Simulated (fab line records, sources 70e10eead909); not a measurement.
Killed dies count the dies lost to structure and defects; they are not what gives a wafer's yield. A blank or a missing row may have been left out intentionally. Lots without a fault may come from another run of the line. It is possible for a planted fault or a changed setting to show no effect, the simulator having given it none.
fab line records    flow nandHarc
record lots=7  wafers=21  lastDay=25
route steps=1159 shown P_GATE@186
lots untouched by any fault: they come from a run of this same line in which no faults occurred
startH: the number of hours between the record's first day and the start of the first shown wafer of the lot    waitH: hours from the lot's prior step to this one    " identical to the entry in the row above    L1.1+2: a single row standing in for several wafers    - value missing, or start not given    * or withheld: withheld    < > ~ a bound
route shown NAME@n: names a module that has steps shown in the file, with the first one's number in the route    usual: mean/standard deviation taken from wafers without a fault    same: alike in all rows    chamber/n: place in a boat    sites: the reading at each site    _std_site: standard deviation of those values    _edge_site: mean of outer sites minus mean of inner sites    radiusMm: how far each site lies from the wafer's centre    mask NAME#n: copy n    behind: the last tool/chamber to shape the wafer    hold: what put the lot on hold/how long, in hours/how the hold closed    device: names the non-switching transistor (n, p or np)    end of line: tests of these same wafers at the route's end    for a step that has no rows: nothing shown but its recipe    killed: at the first sort, the dies lost to defects and structure; wafer yield is something else    map: the dies of a wafer, with x for killed, . for not killed, _ for no die there
set.NAME: the setting that was run; set.NAME@STEP: the one run at that earlier step    model.NAME: the simulator's own value behind a step, which no gauge read
lots at selected steps of the route; one table per step, one row per wafer
services: from which hour (startH, from the record's first day; less than 0 if before it) a tool's chamber was out of use, for how many hours, and why
## steps
# step NHARC_P_GATE_HARDBAKE_60
# recipe tempC=125  timeS=80
# step NHARC_P_GATE_DESCUM_61
# recipe timeS=3  o2FlowSccm=200  arFlowSccm=0  biasPowerW=0  chemistry=O2
# usual drypumpMotorCurrentA=5.6/0.52  oesProductAu=1.000/0.011  rfVppV=57.6/0.86  showerheadPlenumPTorr=1.87/0.085  throttleValvePct=11.310/0.0091
lot.wafer  tool        chamber  startH  waitH  drypumpMotorCurrentA  oesProductAu  rfHoursCounterH  rfVppV  showerheadPlenumPTorr  throttleValvePct
L713.2     rieDiel-01  2        97.11   -      5.3                   0.988         26               58.3    1.82                   11.303
L713.6     "           3        "       "      5.9                   0.995         -                57.3    1.81                   11.304
L713.5     "           0        "       "      4.9                   1.006         -                59.1    2.02                   11.306
L726.3     rieDiel-04  1        178.91  -      6.6                   1.017         18               57.0    1.93                   11.302
L726.1     "           2        "       "      6.3                   1.002         21               57.6    1.77                   11.297
L726.6     "           1        "       "      6.6                   1.022         -                57.1    1.93                   11.314
L733.2     rieDiel-01  3        215.05  -      5.9                   0.996         15               58.4    1.80                   11.313
L733.3     "           0        "       "      4.8                   0.996         13               57.3    2.01                   11.304
L733.5     "           3        "       "      5.9                   1.005         -                56.4    1.80                   11.314
L732.4     rieDiel-01  3        215.42  -      5.8                   0.994         15               57.2    1.80                   11.302
L732.1     "           1        "       "      5.1                   0.983         14               58.0    1.85                   11.330
L732.5     "           0        "       "      4.9                   1.000         -                58.0    2.01                   11.304
L734.4     rieDiel-04  1        231.15  -      6.5                   1.017         37               58.2    1.93                   11.309
L734.2     "           2        "       "      6.3                   1.015         38               56.0    1.77                   11.313
L734.1     "           3        "       "      6.1                   1.011         38               56.6    1.83                   11.306
L735.3     rieDiel-01  2        231.95  -      5.4                   1.002         17               58.8    1.81                   11.314
L735.6     "           3        "       "      5.9                   0.986         -                58.1    1.80                   11.325
L735.5     "           0        "       "      4.8                   0.990         -                57.2    2.01                   11.308
L736.1     rieDiel-01  3        246.65  -      5.9                   0.984         21               57.6    1.80                   11.292
L736.5     "           2        "       "      5.3                   0.992         -                57.2    1.81                   11.320
L736.6     "           3        "       "      5.9                   0.986         -                56.5    1.80                   11.316
# step NHARC_P_GATE_IMPLANT_62
# recipe energyKev=20  doseCm2=3e+15  tiltDeg=7
# step NHARC_P_GATE_STRIP_112
# recipe powerW=1500  tempC=110  timeS=200  chemistry=N2/H2
# usual drypumpMotorCurrentA=5.66/0.28  heaterPowerW=92/12
lot.wafer  tool            chamber  startH  waitH  drypumpMotorCurrentA  heaterPowerW  rfHoursCounterH
L713.2     plasmaAsher-01  1        97.48   0.2    5.50                  109           46
L713.5     "               0        "       "      6.20                  97            -
L713.6     "               1        "       "      5.50                  109           -
L726.1     plasmaAsher-02  1        179.30  0.2    5.69                  73            60
L726.3     "               0        "       "      5.43                  103           -
L726.6     "               0        "       "      5.43                  106           -
L733.2     plasmaAsher-02  1        215.47  0.2    5.70                  78            8
L733.3     "               0        "       "      5.41                  94            -
L733.5     "               0        "       "      5.44                  98            -
L732.1     plasmaAsher-02  0        215.79  0.2    5.45                  94            9
L732.4     "               0        "       "      5.46                  97            -
L732.5     "               0        "       "      5.43                  96            -
L734.2     plasmaAsher-02  0        231.52  0.2    5.42                  96            13
L734.1     "               1        "       "      5.71                  75            13
L734.4     "               1        "       "      5.70                  77            -
L735.3     plasmaAsher-02  0        232.37  0.2    5.41                  93            -
L735.6     "               0        "       "      5.42                  96            -
L735.5     "               1        "       "      5.68                  77            -
L736.1     plasmaAsher-02  0        247.08  0.3    5.44                  95            17
L736.6     "               1        "       "      5.67                  76            -
L736.5     "               0        "       "      5.41                  94            -
# step NHARC_P_GATE_STRIP_76
# recipe powerW=1500  tempC=250  chemistry=O2
# usual drypumpMotorCurrentA=5.66/0.28  heaterPowerW=343/45
lot.wafer  tool            chamber  startH  waitH  drypumpMotorCurrentA  heaterPowerW  rfHoursCounterH
L713.2     plasmaAsher-01  1        97.71   0.2    5.50                  406           46
L713.5     "               0        "       "      6.23                  363           -
L713.6     "               1        "       "      5.49                  407           -
L726.1     plasmaAsher-02  1        179.57  0.2    5.70                  282           60
L726.3     "               0        "       "      5.44                  385           -
L726.6     "               0        "       "      5.42                  391           -
L733.2     plasmaAsher-02  1        215.69  0.2    5.69                  287           9
L733.3     "               0        "       "      5.42                  364           -
L733.5     "               0        "       "      5.43                  358           -
L732.1     plasmaAsher-02  0        216.05  0.2    5.43                  356           9
L732.4     "               0        "       "      5.44                  359           -
L732.5     "               0        "       "      5.43                  352           -
L734.2     plasmaAsher-02  0        231.78  0.2    5.43                  351           13
L734.1     "               1        "       "      5.69                  290           13
L734.4     "               1        "       "      5.68                  286           -
L735.3     plasmaAsher-02  0        232.57  0.2    5.42                  346           -
L735.6     "               0        "       "      5.42                  358           -
L735.5     "               1        "       "      5.69                  289           -
L736.1     plasmaAsher-02  0        247.31  0.2    5.44                  357           17
L736.6     "               1        "       "      5.71                  285           -
L736.5     "               0        "       "      5.43                  356           -
# step NHARC_P_GATE_STRIP_63
# recipe timeS=900  tempC=130  chemistry=SPM
# step NHARC_P_GATE_DEHYDRATE_83
# recipe tempC=150  timeS=120
# step NHARC_P_GATE_HMDS_84
# recipe timeS=30
# step NHARC_P_GATE_COAT_85
# recipe spinRpm=3000
# step NHARC_P_GATE_SOFTBAKE_86
# recipe tempC=122  timeS=95
# step NHARC_P_GATE_EBR_87
# step NHARC_P_GATE_EXPOSE_88
# recipe na=0.6  targetCdNm=2000  doseMj=11.87  maskId=P_HVN
# step NHARC_P_GATE_PEB_89
# recipe pebTempC=118  pebTimeS=85
# usual chillPlateTempC=23.01/0.12  exhaustPa=45.0/0.81
lot.wafer  tool           chamber  startH  waitH  chillPlateTempC  exhaustPa
L713.2     lithoTrack-05  0        98.53   0.1    23.08            43.3
L713.5     "              0        "       "      23.23            43.7
L713.6     "              0        "       "      23.16            44.7
L726.1     lithoTrack-03  0        180.39  0.1    22.98            45.4
L726.3     "              0        "       "      23.11            45.5
L726.6     "              0        "       "      23.07            45.6
L733.2     lithoTrack-05  -        216.51  0.1    -                -
L733.3     "              -        "       "      -                -
L733.5     "              -        "       "      -                -
L732.1     lithoTrack-07  -        216.88  0.1    -                -
L732.4     "              -        "       "      -                -
L732.5     "              -        "       "      -                -
L734.1     lithoTrack-03  -        232.49  0.1    -                -
L734.2     "              -        "       "      -                -
L734.4     "              -        "       "      -                -
L735.3     lithoTrack-05  0        233.38  0.1    22.87            46.1
L735.5     "              0        "       "      22.84            45.6
L735.6     "              0        "       "      22.81            45.0
L736.1     lithoTrack-07  0        248.13  0.1    22.99            45.6
L736.5     "              0        "       "      22.90            44.0
L736.6     "              0        "       "      23.12            44.5
# step NHARC_P_GATE_DEVELOP_90
# recipe timeS=70
## services
tool            chamber  startH  hours  kind
plasmaAsher-01  -        77.83   0.9    repair
rieDiel-01      0        92.76   -      clean
rieDiel-01      1        92.76   -      clean
rieDiel-01      2        92.76   -      clean
rieDiel-01      3        92.76   -      clean
plasmaAsher-01  -        99.09   9.0    pm
rieDiel-04      -        112.99  9.0    pm
plasmaAsher-01  -        115.37  9.9    repair
rieDiel-01      0        117.26  -      clean
rieDiel-01      1        117.26  -      clean
rieDiel-01      2        117.26  -      clean
rieDiel-01      3        117.26  -      clean
plasmaAsher-02  -        119.38  0.5    repair
rieDiel-01      -        137.80  9.0    pm
rieDiel-01      0        137.80  9.0    ventCycle
plasmaAsher-02  -        183.00  9.0    pm
plasmaAsher-02  0        183.00  9.0    ventCycle
plasmaAsher-02  1        183.00  9.0    ventCycle
lithoTrack-07   -        189.00  7.0    pm
plasmaAsher-02  0        192.00  -      clean
plasmaAsher-02  1        192.00  -      clean
rieDiel-01      0        205.12  5.4    repair
lithoTrack-03   -        213.00  7.0    pm
lithoTrack-05   -        237.00  7.0    pm
## key
firstSign step=NHARC_P_GATE_PEB_89  reading=toolRecord  direction=missing
effect none on later readings
metAt NHARC_P_GATE_PEB_89
struckWafers L732.1,L732.4,L732.5,L733.2,L733.3,L733.5,L734.1,L734.2,L734.4
laterRowsLeftOut L732.1,L732.4,L732.5,L733.2,L733.3,L733.5,L734.1,L734.2,L734.4
sortLeftOut L732.1,L732.4,L732.5,L733.2,L733.3,L733.5,L734.1,L734.2,L734.4
testerLeftOut L732,L733,L734
onsetBetween 180.39 216.51
fault kind=skippedStepWhole  tool=lithoTrack-03,lithoTrack-05,lithoTrack-07  chamber=-  onsetH=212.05  steps=NHARC_P_GATE_PEB_89  scope=struckLotsOnly
# testerLeftOut: of these lots the tester's yield and bins aren't shown, on N5 and GAA mostly nor the transistor test; their killed dies are dies lost to structure and defects alone, not to doping, threshold or leakage, so they don't give the yield
# sortLeftOut: the simulated sort isn't trusted on such a fault, so these wafers' sort isn't shown, and their yield isn't known
# laterRowsLeftOut: the simulator's readings of these wafers behind a module that went badly wrong aren't trusted and aren't shown, but for the sort
